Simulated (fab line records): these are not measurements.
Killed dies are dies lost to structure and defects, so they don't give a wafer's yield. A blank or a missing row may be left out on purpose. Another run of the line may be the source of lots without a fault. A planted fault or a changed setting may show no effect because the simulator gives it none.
Matching of chambers    flow n5Finfet    rieDiel-03 running N5_BEOL_M5_ETCH_67: 4 sister chambers
The step etches SiARC in CF4, target depth 15.6 nm, time 26 s. 18 wafers are shown with their chamber, then 9 later ones without.

== WAFERS WITH THEIR CHAMBER ==
wafer   chamber  showerheadPlenumPTorr (Torr)  drypumpMotorCurrentA (A)  throttleValvePct (%)
L076.2  1        2.13                          5.9                       15.66
L076.4  0        2.20                          5.6                       15.62
L076.6  2        2.18                          5.3                       15.45
L080.3  1        2.12                          5.9                       15.69
L080.4  2        2.18                          5.2                       15.46
L080.5  1        2.12                          5.9                       15.67
L083.1  1        2.12                          5.9                       15.69
L083.3  2        2.18                          5.2                       15.47
L083.6  2        2.18                          5.2                       15.46
L085.4  2        2.18                          5.2                       15.51
L085.5  3        2.06                          6.6                       15.66
L085.6  0        2.19                          5.5                       15.16
L089.1  0        2.19                          5.5                       15.15
L089.4  0        2.19                          5.6                       15.15
L089.6  1        2.12                          5.9                       15.71
L090.1  0        2.19                          5.5                       15.16
L090.2  1        2.12                          5.9                       15.73
L090.3  2        2.18                          5.2                       15.50

SIGNATURES, as means of the wafers listed above
reading                chamber 0  chamber 1  chamber 2  chamber 3  scatter within a chamber
showerheadPlenumPTorr  2.1920     2.1217     2.1800     2.0600     0.00342
drypumpMotorCurrentA   5.540      5.900      5.217      6.600      0.0381
throttleValvePct       15.2480    15.6917    15.4750    15.6600    0.113
Rule: for a wafer and a chamber, the distance is found by dividing, reading by reading, the gap between the wafer's reading and the chamber's mean by the reading's scatter, squaring, summing and taking the root. If the next closest chamber is less than 2 further off than the closest, the wafer can't be placed; otherwise it belongs to the closest. How the scatter is found: for the shown wafers, subtract from each reading the mean of its chamber, square and add these, divide the total by (wafers less chambers), then take the root.

== WAFERS WITHOUT THEIR CHAMBER ==
wafer   showerheadPlenumPTorr (Torr)  drypumpMotorCurrentA (A)  throttleValvePct (%)
L090.4  2.18                          5.2                       15.51
L090.5  2.19                          5.6                       15.17
L090.6  2.12                          5.9                       15.73
L096.1  2.17                          5.2                       15.54
L096.2  2.19                          5.6                       15.19
L096.3  2.06                          6.6                       15.69
L096.4  2.11                          5.9                       15.73
L096.5  2.06                          6.6                       15.70
L096.6  2.17                          5.2                       15.53

== CHAMBER TAKEN BY EACH ==
wafer   from the rows above  in truth
L090.4  2                    2
L090.5  0                    0
L090.6  1                    1
L096.1  2                    2
L096.2  0                    0
L096.3  3                    3
L096.4  1                    1
L096.5  3                    3
L096.6  2                    2
Placed correctly: 9 of 9. Can't be placed from these rows: 0. Placed wrongly: 0.
